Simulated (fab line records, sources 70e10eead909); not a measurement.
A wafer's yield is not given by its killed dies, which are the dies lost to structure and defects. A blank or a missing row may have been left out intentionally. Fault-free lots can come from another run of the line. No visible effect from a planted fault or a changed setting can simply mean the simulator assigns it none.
Which tool was responsible? | flow nandHarc | 63 wafers from 21 lots sampled at 6 of the route's 1159 steps

## WHAT EACH GAUGE READ, for each wafer
Not one reading of a measure or inspect step in the record can be checked against a usual standard deviation.

## WHAT TOOL EACH LOT RAN ON (gives the tool, then ch and the chambers of the sampled wafers, and finally the start)
lot  | NHARC_A_STAIRCASE_DESCUM_11       | NHARC_A_STAIRCASE_ETCH_13                    | NHARC_A_STAIRCASE_DESCUM_186      | NHARC_A_STAIRCASE_TRIM_189                   | NHARC_A_STAIRCASE_TRIM_196        | NHARC_A_STAIRCASE_TRIM_200
L074 | rieDiel-04 ch 1,2,3, day 10 11:04 | rieDiel-04 ch 0,1,3, day 10 15:22 or earlier | rieDiel-04 ch 1,2,3, day 10 15:22 | rieDiel-04 ch 0,2,3, day 10 17:59 or earlier | rieDiel-02 ch 1,2,3, day 10 17:59 | rieDiel-02 ch 1,2,3, no start
L075 | rieDiel-02 ch 0,2, day 11 05:04   | rieDiel-02 ch 0,3, day 11 08:49 or earlier   | rieDiel-04 ch 0,2,3, day 11 08:49 | rieDiel-04 ch 2,3, day 11 10:12 or earlier   | rieDiel-04 ch 1,2,3, day 11 10:12 | rieDiel-04 ch 0,1,2, no start
L076 | rieDiel-02 ch 1,2,3, day 11 05:14 | rieDiel-02 ch 0,1, day 11 09:26 or earlier   | rieDiel-02 ch 0,1,3, day 11 09:26 | rieDiel-02 ch 1,2,3, day 11 11:58 or earlier | rieDiel-02 ch 0,1, day 11 11:58   | rieDiel-02 ch 0,2,3, no start
L078 | rieDiel-13 ch 0,1,3, day 11 15:56 | rieDiel-13 ch 1,2, day 11 20:09 or earlier   | rieDiel-04 ch 0,1,3, day 11 20:09 | rieDiel-04 ch 2,3, day 11 21:17 or earlier   | rieDiel-13 ch 0,2,3, day 11 21:17 | rieDiel-13 ch 0,1, no start
L077 | rieDiel-04 ch 1,2,3, day 11 16:17 | rieDiel-04 ch 0,1,2, day 11 19:59 or earlier | rieDiel-02 ch 0,2,3, day 11 19:59 | rieDiel-02 ch 1,2,3, day 11 21:07 or earlier | rieDiel-02 ch 0,1,2, day 11 21:07 | rieDiel-02 ch 0,1,3, no start
L079 | rieDiel-04 ch 0,1,2, day 12 01:38 | rieDiel-04 ch 0,1,3, day 12 05:25 or earlier | rieDiel-04 ch 0,1,2, day 12 05:25 | rieDiel-04 ch 0,1,2, day 12 06:31 or earlier | rieDiel-02 ch 0,2,3, day 12 06:31 | rieDiel-02 ch 0,2,3, no start
L082 | rieDiel-02 ch 1,2,3, day 12 14:47 | rieDiel-02 ch 0,3, day 12 19:28 or earlier   | rieDiel-02 ch 2,3, day 12 19:28   | rieDiel-02 ch 1,3, day 12 20:36 or earlier   | rieDiel-04 ch 0,3, day 12 20:36   | rieDiel-04 ch 1,2,3, no start
L080 | rieDiel-02 ch 1,3, day 12 15:04   | rieDiel-02 ch 0,1,3, day 12 20:22 or earlier | rieDiel-02 ch 0,1,2, day 12 20:22 | rieDiel-02 ch 1,3, day 12 21:39 or earlier   | rieDiel-04 ch 0,1,3, day 12 21:39 | rieDiel-04 ch 0,3, no start
L081 | rieDiel-04 ch 1,2,3, day 12 15:37 | rieDiel-04 ch 0,1,2, day 12 20:51 or earlier | rieDiel-02 ch 0,1,3, day 12 20:51 | rieDiel-02 ch 0,1,3, day 12 22:03 or earlier | rieDiel-02 ch 0,1,3, day 12 22:03 | rieDiel-02 ch 1,2, no start
L083 | rieDiel-02 ch 0,3, day 13 07:17   | rieDiel-02 ch 0,1,2, day 13 12:23 or earlier | rieDiel-02 ch 0,1,2, day 13 12:23 | rieDiel-02 ch 1,2,3, day 13 13:28 or earlier | rieDiel-02 ch 0,1, day 13 13:28   | rieDiel-02 ch 0,1, no start
L084 | rieDiel-13 ch 0,2,3, day 13 07:57 | rieDiel-13 ch 1,2,3, day 13 11:41 or earlier | rieDiel-04 ch 0,1,3, day 13 11:41 | rieDiel-04 ch 0,1,3, day 13 12:47 or earlier | rieDiel-04 ch 0,2,3, day 13 12:47 | rieDiel-04 ch 0,1,3, no start
L087 | rieDiel-04 ch 0,2,3, day 13 23:32 | rieDiel-04 ch 0,1,3, day 14 03:45 or earlier | rieDiel-04 ch 0,1,3, day 14 03:45 | rieDiel-04 ch 0,1,2, day 14 04:53 or earlier | rieDiel-04 ch 0,2, day 14 04:53   | rieDiel-04 ch 0,2, no start
L086 | rieDiel-13 ch 1,2, day 13 23:47   | rieDiel-13 ch 0,1, day 14 04:13 or earlier   | rieDiel-02 ch 1,2,3, day 14 04:13 | rieDiel-02 ch 0,1,2, day 14 05:28 or earlier | rieDiel-13 ch 0,2, day 14 05:28   | rieDiel-13 ch 0,2,3, no start
L088 | rieDiel-02 ch 0,1,3, day 13 23:54 | rieDiel-02 ch 0,1,3, day 14 04:31 or earlier | rieDiel-02 ch 0,2,3, day 14 04:31 | rieDiel-02 ch 0,1, day 14 05:44 or earlier   | rieDiel-02 ch 0,1,2, day 14 05:44 | rieDiel-02 ch 0,2, no start
L085 | rieDiel-04 ch 0,2,3, day 14 08:13 | rieDiel-04 ch 1,2,3, day 14 14:03 or earlier | rieDiel-04 ch 0,1, day 14 14:03   | rieDiel-04 ch 0,3, day 14 15:10 or earlier   | rieDiel-02 ch 1,2, day 14 15:10   | rieDiel-02 ch 1,2,3, no start
L090 | rieDiel-04 ch 0,1,3, day 14 18:08 | rieDiel-04 ch 0,1,3, day 14 22:58 or earlier | rieDiel-13 ch 1,3, day 14 22:58   | rieDiel-13 ch 0,2, day 15 00:19 or earlier   | rieDiel-13 ch 0,1,3, day 15 00:19 | rieDiel-13 ch 1,2, no start
L092 | rieDiel-02 ch 0,2,3, day 15 01:02 | rieDiel-02 ch 1,2, day 15 04:47 or earlier   | rieDiel-04 ch 0,1,3, day 15 04:47 | rieDiel-04 ch 0,2,3, day 15 05:53 or earlier | rieDiel-04 ch 1,2, day 15 05:53   | rieDiel-04 ch 0,1,3, no start
L094 | rieDiel-13 ch 0,2, day 15 07:50   | rieDiel-13 ch 1,2, day 15 12:04 or earlier   | rieDiel-04 ch 1,2,3, day 15 12:04 | rieDiel-04 ch 0,1, day 15 15:11 or earlier   | rieDiel-02 ch 0,1,3, day 15 15:11 | rieDiel-02 ch 1,2,3, no start
L095 | rieDiel-13 ch 0,3, day 15 21:09   | rieDiel-13 ch 0,1, day 16 02:19 or earlier   | rieDiel-02 ch 1,2, day 16 02:19   | rieDiel-02 ch 0,2,3, day 16 03:29 or earlier | rieDiel-02 ch 1,2,3, day 16 03:29 | rieDiel-02 ch 0,1,3, no start
L096 | rieDiel-13 ch 0,2,3, day 15 21:21 | rieDiel-13 ch 0,1,3, day 16 02:35 or earlier | rieDiel-04 ch 0,1,2, day 16 02:35 | rieDiel-04 ch 1,2,3, day 16 03:42 or earlier | rieDiel-13 ch 0,1,2, day 16 03:42 | rieDiel-13 ch 1,2,3, no start
L097 | rieDiel-02 ch 0,1,2, day 16 17:02 | rieDiel-02 ch 0,1,2, day 16 21:01 or earlier | rieDiel-02 ch 1,2,3, day 16 21:01 | rieDiel-02 ch 0,1,3, day 16 22:14 or earlier | rieDiel-04 ch 0,2, day 16 22:14   | rieDiel-04 ch 0,1,2, no start
- NHARC_A_STAIRCASE_DESCUM_11: chemistry O2, time 3 s.
- NHARC_A_STAIRCASE_ETCH_13: etches the open film in C4F8/O2, target depth 100 nm, time 40.5 s.
- NHARC_A_STAIRCASE_DESCUM_186: chemistry O2, time 3 s.
- NHARC_A_STAIRCASE_TRIM_189: chemistry O2, time 211.2 s.
- NHARC_A_STAIRCASE_TRIM_196: chemistry O2, time 211.2 s.
- NHARC_A_STAIRCASE_TRIM_200: chemistry O2, time 211.2 s.

## WHAT THE TOOLS THEMSELVES READ (means of the sampled wafers that have a number; where no wafer has one, the mark that the record gives instead)
NHARC_A_STAIRCASE_DESCUM_11. Usual: drypumpMotorCurrentA 5.8 A, standard deviation 0.41; oesProductAu 1.001 a.u., standard deviation 0.011; rfVppV 57.7 V, standard deviation 0.89; showerheadPlenumPTorr 1.89 Torr, standard deviation 0.083; throttleValvePct 11.311 %, standard deviation 0.0094.
lot  | tool       | drypumpMotorCurrentA (A) | oesProductAu (a.u.) | rfVppV (V) | showerheadPlenumPTorr (Torr) | throttleValvePct (%) | flag
L074 | rieDiel-04 | 6.3                      | 1.012               | 57.7       | 1.84                         | 11.313               | 
L075 | rieDiel-02 | 5.7                      | 1.004               | 56.9       | 1.90                         | 11.314               | 
L076 | rieDiel-02 | 5.7                      | 1.003               | 57.8       | 1.92                         | 11.307               | 
L078 | rieDiel-13 | 5.7                      | 0.993               | 57.6       | 1.92                         | 11.316               | 
L077 | rieDiel-04 | 6.3                      | 1.007               | 56.5       | 1.84                         | 11.310               | 
L079 | rieDiel-04 | 6.2                      | 1.014               | 58.3       | 1.82                         | 11.310               | 
L082 | rieDiel-02 | 5.7                      | 1.007               | 57.5       | 1.92                         | 11.304               | 
L080 | rieDiel-02 | 5.5                      | 0.995               | 58.1       | 1.90                         | 11.310               | 
L081 | rieDiel-04 | 6.3                      | 1.011               | 57.6       | 1.83                         | 11.315               | 
L083 | rieDiel-02 | 5.4                      | 1.019               | 57.8       | 1.96                         | 11.317               | 
L084 | rieDiel-13 | 5.5                      | 0.992               | 58.7       | 1.91                         | 11.311               | 
L087 | rieDiel-04 | 6.1                      | 0.998               | 57.3       | 1.90                         | 11.309               | 
L086 | rieDiel-13 | 6.0                      | 0.992               | 57.8       | 1.88                         | 11.312               | 
L088 | rieDiel-02 | 5.4                      | 1.001               | 58.5       | 1.91                         | 11.310               | 
L085 | rieDiel-04 | 6.1                      | 0.994               | 57.3       | 1.89                         | 11.309               | 
L090 | rieDiel-04 | 6.1                      | 1.004               | 57.6       | 1.84                         | 11.300               | 
L092 | rieDiel-02 | 5.6                      | 0.992               | 57.0       | 1.92                         | 11.306               | 
L094 | rieDiel-13 | 5.5                      | 1.000               | 57.9       | 1.82                         | 11.302               | 
L095 | rieDiel-13 | 5.4                      | 0.999               | 57.7       | 1.97                         | 11.300               | 
L096 | rieDiel-13 | 5.5                      | 0.992               | 57.2       | 1.90                         | 11.308               | 
L097 | rieDiel-02 | 5.7                      | 0.984               | 57.8       | 1.87                         | 11.309               | 

NHARC_A_STAIRCASE_ETCH_13. Usual: biasW 1000 W, standard deviation 3.2; oesProductAu 0.935 a.u., standard deviation 0.013; rfVppV 894 V, standard deviation 4.9.
lot  | tool       | biasW (W) | oesProductAu (a.u.) | rfVppV (V) | flag
L074 | rieDiel-04 | 997       | 0.929               | 892        | 
L075 | rieDiel-02 | 1005      | 0.950               | 898        | 
L076 | rieDiel-02 | 1001      | 0.928               | 894        | 
L078 | rieDiel-13 | 999       | 0.932               | 895        | 
L077 | rieDiel-04 | 1002      | 0.932               | 890        | 
L079 | rieDiel-04 | 1000      | 0.942               | 892        | 
L082 | rieDiel-02 | 997       | 0.935               | 896        | 
L080 | rieDiel-02 | 1001      | 0.929               | 897        | 
L081 | rieDiel-04 | 999       | 0.930               | 891        | 
L083 | rieDiel-02 | 1001      | 0.934               | 894        | 
L084 | rieDiel-13 | 999       | 0.935               | 896        | 
L087 | rieDiel-04 | 1001      | 0.951               | 892        | 
L086 | rieDiel-13 | 998       | 0.935               | 891        | 
L088 | rieDiel-02 | 1003      | 0.934               | 895        | 
L085 | rieDiel-04 | 999       | 0.934               | 897        | 
L090 | rieDiel-04 | 1000      | 0.937               | 892        | 
L092 | rieDiel-02 | 998       | 0.942               | 894        | 
L094 | rieDiel-13 | 998       | 0.950               | 894        | 
L095 | rieDiel-13 | 1001      | 0.936               | 893        | 
L096 | rieDiel-13 | 1000      | 0.929               | 896        | 
L097 | rieDiel-02 | 1000      | 0.938               | 894        | 

NHARC_A_STAIRCASE_DESCUM_186. Usual: drypumpMotorCurrentA 5.9 A, standard deviation 0.4; oesProductAu 1.003 a.u., standard deviation 0.012; rfVppV 57.7 V, standard deviation 0.85; showerheadPlenumPTorr 1.89 Torr, standard deviation 0.082; throttleValvePct 11.311 %, standard deviation 0.008.
lot  | tool       | drypumpMotorCurrentA (A) | oesProductAu (a.u.) | rfVppV (V) | showerheadPlenumPTorr (Torr) | throttleValvePct (%) | flag
L074 | rieDiel-04 | 6.4                      | 1.005               | 57.0       | 1.84                         | 11.316               | 
L075 | rieDiel-04 | 6.1                      | 1.005               | 56.8       | 1.80                         | 11.307               | 
L076 | rieDiel-02 | 5.4                      | 1.005               | 57.6       | 1.92                         | 11.315               | 
L078 | rieDiel-04 | 6.2                      | 1.011               | 57.7       | 1.85                         | 11.306               | 
L077 | rieDiel-02 | 5.7                      | 1.013               | 57.4       | 1.93                         | 11.312               | 
L079 | rieDiel-04 | 6.2                      | 1.006               | 58.0       | 1.82                         | 11.310               | 
L082 | rieDiel-02 | 5.9                      | 1.002               | 57.6       | 1.93                         | 11.311               | 
L080 | rieDiel-02 | 5.7                      | 1.008               | 56.9       | 1.88                         | 11.305               | 
L081 | rieDiel-02 | 5.4                      | 1.009               | 57.0       | 1.91                         | 11.309               | 
L083 | rieDiel-02 | 5.7                      | 0.999               | 57.9       | 1.88                         | 11.304               | 
L084 | rieDiel-04 | 6.2                      | 1.009               | 57.6       | 1.84                         | 11.306               | 
L087 | rieDiel-04 | 6.1                      | 0.993               | 57.5       | 1.84                         | 11.306               | 
L086 | rieDiel-02 | 5.7                      | 1.009               | 57.9       | 1.91                         | 11.318               | 
L088 | rieDiel-02 | 5.6                      | 1.010               | 57.5       | 1.92                         | 11.314               | 
L085 | rieDiel-04 | 6.3                      | 1.005               | 57.7       | 1.87                         | 11.312               | 
L090 | rieDiel-13 | 5.9                      | 1.004               | 57.5       | 1.94                         | 11.308               | 
L092 | rieDiel-04 | 6.2                      | 1.003               | 59.0       | 1.84                         | 11.306               | 
L094 | rieDiel-04 | 6.3                      | 1.007               | 57.2       | 1.93                         | 11.313               | 
L095 | rieDiel-02 | 5.9                      | 0.991               | 58.1       | 1.88                         | 11.316               | 
L096 | rieDiel-04 | 6.2                      | 0.999               | 57.1       | 1.92                         | 11.313               | 
L097 | rieDiel-02 | 5.7                      | 0.995               | 58.1       | 1.91                         | 11.311               | 

NHARC_A_STAIRCASE_TRIM_189. Usual: drypumpMotorCurrentA 5.9 A, standard deviation 0.4; oesProductAu 1.001 a.u., standard deviation 0.012; rfVppV 57.7 V, standard deviation 0.86; showerheadPlenumPTorr 3.48 Torr, standard deviation 0.14; throttleValvePct 17.036 %, standard deviation 0.0093.
lot  | tool       | drypumpMotorCurrentA (A) | oesProductAu (a.u.) | rfVppV (V) | showerheadPlenumPTorr (Torr) | throttleValvePct (%) | flag
L074 | rieDiel-04 | 6.1                      | 0.998               | 58.3       | 3.33                         | 17.040               | 
L075 | rieDiel-04 | 6.2                      | 1.004               | 57.5       | 3.35                         | 17.028               | 
L076 | rieDiel-02 | 5.7                      | 1.005               | 57.0       | 3.54                         | 17.041               | 
L078 | rieDiel-04 | 6.2                      | 0.992               | 57.6       | 3.34                         | 17.036               | 
L077 | rieDiel-02 | 5.7                      | 1.001               | 57.8       | 3.54                         | 17.028               | 
L079 | rieDiel-04 | 6.2                      | 1.011               | 57.3       | 3.38                         | 17.034               | 
L082 | rieDiel-02 | 5.4                      | 1.014               | 57.4       | 3.58                         | 17.040               | 
L080 | rieDiel-02 | 5.4                      | 0.996               | 57.5       | 3.51                         | 17.041               | 
L081 | rieDiel-02 | 5.5                      | 1.008               | 57.9       | 3.52                         | 17.040               | 
L083 | rieDiel-02 | 5.7                      | 1.004               | 57.1       | 3.53                         | 17.033               | 
L084 | rieDiel-04 | 6.2                      | 1.006               | 57.8       | 3.41                         | 17.038               | 
L087 | rieDiel-04 | 6.2                      | 1.005               | 58.1       | 3.55                         | 17.029               | 
L086 | rieDiel-02 | 5.8                      | 0.996               | 56.1       | 3.47                         | 17.036               | 
L088 | rieDiel-02 | 5.4                      | 0.997               | 57.3       | 3.46                         | 17.031               | 
L085 | rieDiel-04 | 5.9                      | 0.993               | 57.1       | 3.33                         | 17.029               | 
L090 | rieDiel-13 | 5.5                      | 0.995               | 57.6       | 3.38                         | 17.037               | 
L092 | rieDiel-04 | 6.1                      | 0.996               | 57.9       | 3.49                         | 17.038               | 
L094 | rieDiel-04 | 6.3                      | 1.010               | 58.0       | 3.46                         | 17.036               | 
L095 | rieDiel-02 | 5.6                      | 0.993               | 57.7       | 3.54                         | 17.023               | 
L096 | rieDiel-04 | 6.3                      | 1.010               | 57.5       | 3.56                         | 17.036               | 
L097 | rieDiel-02 | 5.5                      | 1.001               | 57.7       | 3.51                         | 17.038               | 

NHARC_A_STAIRCASE_TRIM_196. Usual: drypumpMotorCurrentA 5.9 A, standard deviation 0.41; oesProductAu 1.004 a.u., standard deviation 0.012; rfVppV 57.6 V, standard deviation 0.91; showerheadPlenumPTorr 3.50 Torr, standard deviation 0.14; throttleValvePct 17.035 %, standard deviation 0.0096.
lot  | tool       | drypumpMotorCurrentA (A) | oesProductAu (a.u.) | rfVppV (V) | showerheadPlenumPTorr (Torr) | throttleValvePct (%) | flag
L074 | rieDiel-02 | 5.7                      | 1.010               | 57.5       | 3.54                         | 17.037               | 
L075 | rieDiel-04 | 6.3                      | 1.011               | 57.0       | 3.40                         | 17.033               | 
L076 | rieDiel-02 | 5.5                      | 1.005               | 57.8       | 3.47                         | 17.052               | 
L078 | rieDiel-13 | 5.5                      | 1.002               | 57.9       | 3.53                         | 17.039               | 
L077 | rieDiel-02 | 5.7                      | 1.007               | 57.7       | 3.48                         | 17.031               | 
L079 | rieDiel-02 | 5.6                      | 1.012               | 56.9       | 3.56                         | 17.027               | 
L082 | rieDiel-04 | 5.9                      | 1.003               | 57.1       | 3.34                         | 17.041               | 
L080 | rieDiel-04 | 6.1                      | 1.016               | 58.3       | 3.41                         | 17.038               | 
L081 | rieDiel-02 | 5.4                      | 1.002               | 57.1       | 3.52                         | 17.039               | 
L083 | rieDiel-02 | 5.5                      | 0.993               | 58.5       | 3.45                         | 17.040               | 
L084 | rieDiel-04 | 6.1                      | 0.999               | 57.6       | 3.50                         | 17.039               | 
L087 | rieDiel-04 | 6.2                      | 0.990               | 57.6       | 3.64                         | 17.031               | 
L086 | rieDiel-13 | 5.6                      | 0.990               | 57.5       | 3.42                         | 17.034               | 
L088 | rieDiel-02 | 5.6                      | 1.007               | 56.6       | 3.47                         | 17.029               | 
L085 | rieDiel-02 | 5.7                      | 0.991               | 57.6       | 3.45                         | 17.035               | 
L090 | rieDiel-13 | 5.7                      | 1.003               | 56.9       | 3.53                         | 17.038               | 
L092 | rieDiel-04 | 6.4                      | 1.009               | 58.0       | 3.62                         | 17.033               | 
L094 | rieDiel-02 | 5.5                      | 0.997               | 57.9       | 3.51                         | 17.040               | 
L095 | rieDiel-02 | 5.7                      | 0.997               | 57.3       | 3.52                         | 17.036               | 
L096 | rieDiel-13 | 5.8                      | 1.002               | 56.4       | 3.42                         | 17.043               | 
L097 | rieDiel-04 | 6.1                      | 0.998               | 57.5       | 3.63                         | 17.041               | 

NHARC_A_STAIRCASE_TRIM_200. Usual: drypumpMotorCurrentA 5.9 A, standard deviation 0.41; oesProductAu 1.001 a.u., standard deviation 0.01; rfVppV 57.7 V, standard deviation 0.79; showerheadPlenumPTorr 3.49 Torr, standard deviation 0.14; throttleValvePct 17.036 %, standard deviation 0.0088.
lot  | tool       | drypumpMotorCurrentA (A) | oesProductAu (a.u.) | rfVppV (V) | showerheadPlenumPTorr (Torr) | throttleValvePct (%) | flag
L074 | rieDiel-02 | 5.7                      | 0.997               | 57.6       | 3.54                         | 17.041               | 
L075 | rieDiel-04 | 6.2                      | 1.008               | 57.8       | 3.38                         | 17.038               | 
L076 | rieDiel-02 | 5.7                      | 1.002               | 58.1       | 3.56                         | 17.039               | 
L078 | rieDiel-13 | 6.0                      | 0.997               | 56.6       | 3.44                         | 17.040               | 
L077 | rieDiel-02 | 5.4                      | 1.006               | 57.6       | 3.53                         | 17.030               | 
L079 | rieDiel-02 | 5.7                      | 1.009               | 57.3       | 3.56                         | 17.037               | 
L082 | rieDiel-04 | 6.3                      | 1.012               | 57.4       | 3.39                         | 17.031               | 
L080 | rieDiel-04 | 6.1                      | 0.993               | 58.1       | 3.35                         | 17.026               | 
L081 | rieDiel-02 | 5.9                      | 1.006               | 57.5       | 3.48                         | 17.041               | 
L083 | rieDiel-02 | 5.5                      | 0.998               | 57.3       | 3.46                         | 17.042               | 
L084 | rieDiel-04 | 6.2                      | 1.006               | 57.1       | 3.41                         | 17.037               | 
L087 | rieDiel-04 | 6.0                      | 0.996               | 57.8       | 3.47                         | 17.046               | 
L086 | rieDiel-13 | 5.5                      | 1.002               | 58.6       | 3.52                         | 17.035               | 
L088 | rieDiel-02 | 5.6                      | 1.003               | 57.6       | 3.49                         | 17.040               | 
L085 | rieDiel-02 | 5.7                      | 1.004               | 57.8       | 3.52                         | 17.035               | 
L090 | rieDiel-13 | 6.1                      | 1.001               | 58.0       | 3.47                         | 17.031               | 
L092 | rieDiel-04 | 6.2                      | 1.002               | 57.0       | 3.40                         | 17.039               | 
L094 | rieDiel-02 | 5.7                      | 0.994               | 58.9       | 3.52                         | 17.039               | 
L095 | rieDiel-02 | 5.5                      | 0.994               | 57.5       | 3.51                         | 17.041               | 
L096 | rieDiel-13 | 5.9                      | 0.996               | 57.6       | 3.56                         | 17.039               | 
L097 | rieDiel-04 | 6.2                      | 1.004               | 58.2       | 3.54                         | 17.036               | 

## THE ANSWER, worked out from the rows above alone
Rule: take the mean of a lot's wafers that have a number; if it is more than 3 standard deviations from the usual mean, the lot is off. Also off: a lot with no number at a reading for which 4 or more lots have one. Where the step has rows for the other lots, those lots are counted as sound. Order of review: gauges by route order, followed by the tools' own readings, for which a lot's mean as printed above is used. At the first step where some lot is off, the reading lying furthest off is the one used; lots without a number count as furthest.
None of the lots is off at any reading shown; this tells nothing.

## WHAT WAS PUT IN BY THE SIMULATOR
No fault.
